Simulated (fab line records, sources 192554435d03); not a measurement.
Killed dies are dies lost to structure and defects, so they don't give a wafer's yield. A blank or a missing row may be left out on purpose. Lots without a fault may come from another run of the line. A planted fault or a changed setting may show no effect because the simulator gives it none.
A struck lot beside a sound one | flow n5_finfet | 16 steps out of a route of 1938
Sound: wafers L646.1, L646.2, L646.3. Struck: wafers L640.1, L640.2, L640.6. The cause comes at the end.
At each step with rows: each side's tool, then ch and its chambers, then its first start. Under that, the readings that differ: sound wafers | struck wafers | difference of the means | sigmas: that difference in standard deviations of wafers without a fault.
alike: readings whose means differ by less than 2 such deviations, and words and numbers that are the same on both sides. not compared: withheld readings, readings that some wafer has no value for, bounds like >300 that may hide the same value, and numbers for which the record gives no deviation and whose values overlap.
The two part at a step that has a row with sigmas, a row that says differs or no value, or rows on one side only. Numbers that don't overlap but have no deviation are shown without sigmas and don't part them. A reading that every wafer of one side lacks parts them only if that side has two wafers or more.

N5_SDB_THK_MEAS_31:
  sound on film_metro-02, day 8 09:14; struck on film_metro-01, day 7 00:25
  alike: SDB_THK
N5_SDB_INSPECT_36: inspects for defects (darkfield).
  sound on defect_inspect-01, day 8 09:16; struck on defect_inspect-01, day 7 00:26
  reading          | sound    | struck   | difference | sigmas
  raw_defect_count | 72 58 49 | 16 26 31 | -35        | -3
N5_DUMMY_REMOVAL_HM_STRIP_01: strips SiNx in CH3F/O2, stops on poly-Si, target depth 4 nm, time 6.8 s.
  sound on rie_diel-06 ch 0,1,3, day 8 09:17; struck on rie_diel-04 ch 1,2,3, day 7 00:28
  alike: O2_flow_sccm, drypump_motor_current_A, mfc_ar_sccm, oes_product_au, rf_vpp_V, showerhead_plenum_p_Torr, throttle_valve_pct
  not compared: rf_hours_counter_h
N5_DUMMY_REMOVAL_STRIP_10: strips in N2/H2, time 40 s.
  sound on rie_diel-06 ch 0,1,3, day 8 09:19; struck on rie_diel-04 ch 1,2,3, day 7 00:30
  reading                         | sound          | struck         | difference | sigmas
  showerhead_plenum_p_Torr (Torr) | 3.34 3.39 3.23 | 3.50 3.48 3.51 | +0.18      | +2
  alike: bias_power_w, drypump_motor_current_A, oes_product_au, rf_vpp_V, throttle_valve_pct
  not compared: rf_hours_counter_h
then, 2 steps without rows for these wafers: N5_DUMMY_REMOVAL_PRECLEAN_07 (cleans in dHF, time 30 s); N5_DUMMY_REMOVAL_DUMMY_REMOVE_02 (chemistry TMAH, target poly-Si, stops on SiO2, target depth 142 nm, time 57 s, rinse time 30 s).
N5_DUMMY_REMOVAL_INSPECT_06: inspects for defects (brightfield).
  sound on defect_inspect-02, day 8 09:29; struck on defect_inspect-02, day 7 00:40
  alike: raw_defect_count
then, 4 steps without rows for these wafers: N5_DUMMY_REMOVAL_PRECLEAN_08 (cleans in NF3:NH3, afs cycles 2, time 20 s, sublimation time 60 s); N5_DUMMY_REMOVAL_PRECLEAN_04 (cleans in DHF, time 37 s); N5_DUMMY_REMOVAL_SRD_05 (time 30 s); N5_HKMG_FIN_IL_REGROW_00 (material SiO2, chemistry O3, target thk 0.75 nm, time 30 s).
N5_HKMG_FIN_HK_ALD_01: deposits HfO2, target thk 1.6 nm, pulse time 3 s, purge time 3 s.
  sound on ald_hk-02 ch 0,2,3, day 8 09:51; struck on ald_hk-03 ch 0,1,3, day 7 01:04
  alike: precursor_pulse_height_rel
N5_HKMG_FIN_HK_ANNEAL_02: time 30 s.
  sound on rtp_anneal-02 ch 0, day 8 10:02; struck on rtp_anneal-01 ch 0, day 7 01:15
  reading             | sound             | struck            | difference | sigmas
  lamp_power_pct (%)  | 8.73 8.84 8.91    | 8.30 8.29 8.42    | -0.49      | -9
  lamp_zone_1_pct (%) | 8.785 8.778 8.802 | 8.347 8.362 8.342 | -0.438     | -40
  lamp_zone_2_pct (%) | 8.786 8.788 8.812 | 8.321 8.355 8.340 | -0.457     | -38
  lamp_zone_3_pct (%) | 8.795 8.786 8.809 | 8.336 8.348 8.342 | -0.455     | -41
  lamp_zone_4_pct (%) | 8.801 8.788 8.786 | 8.338 8.355 8.351 | -0.444     | -44
  lamp_zone_5_pct (%) | 8.798 8.789 8.785 | 8.353 8.318 8.353 | -0.449     | -41
  lamp_zone_6_pct (%) | 8.725 8.733 8.715 | 8.296 8.277 8.287 | -0.438     | -40
  lamp_zone_7_pct (%) | 9.183 9.208 9.181 | 8.715 8.721 8.728 | -0.469     | -47
  alike: wafer_temp_C_max
N5_HKMG_FIN_ALD_74: deposits La2O3, target thk 0.5 nm, pulse time 6 s, co reactant pulse time 1 s.
  sound on ald_hk-03 ch 0,1,3, day 8 10:15; struck on ald_hk-01 ch 0,1,2, day 7 01:28
  alike: heater_power_w, precursor_pulse_height_rel
-- the record jumps here: 4 days lie between the struck wafers' starts before and after (it left off in module HKMG_FIN and takes up again in module BEOL_M4, whose first step shown is number 1111 of the route) --
N5_BEOL_M4_RC_MEAS_101:
  sound on prober-02 ch 0, day 12 17:07; struck on prober-01 ch 0, day 11 08:59
  alike: DIBL_N, DIBL_P, IOFF_N, IOFF_P, ION_N, ION_P, SS_N, SS_P, VT_N, VT_P
then, 1 step without rows for these wafers: N5_PASSIVATION_PROBE_49.

WHERE THEY PART
First at N5_SDB_INSPECT_36; last, within this record, at N5_HKMG_FIN_HK_ANNEAL_02. Later steps at which nothing parts them and some readings are alike: N5_HKMG_FIN_ALD_74, N5_BEOL_M4_RC_MEAS_101.

WHY: what the simulator had put in
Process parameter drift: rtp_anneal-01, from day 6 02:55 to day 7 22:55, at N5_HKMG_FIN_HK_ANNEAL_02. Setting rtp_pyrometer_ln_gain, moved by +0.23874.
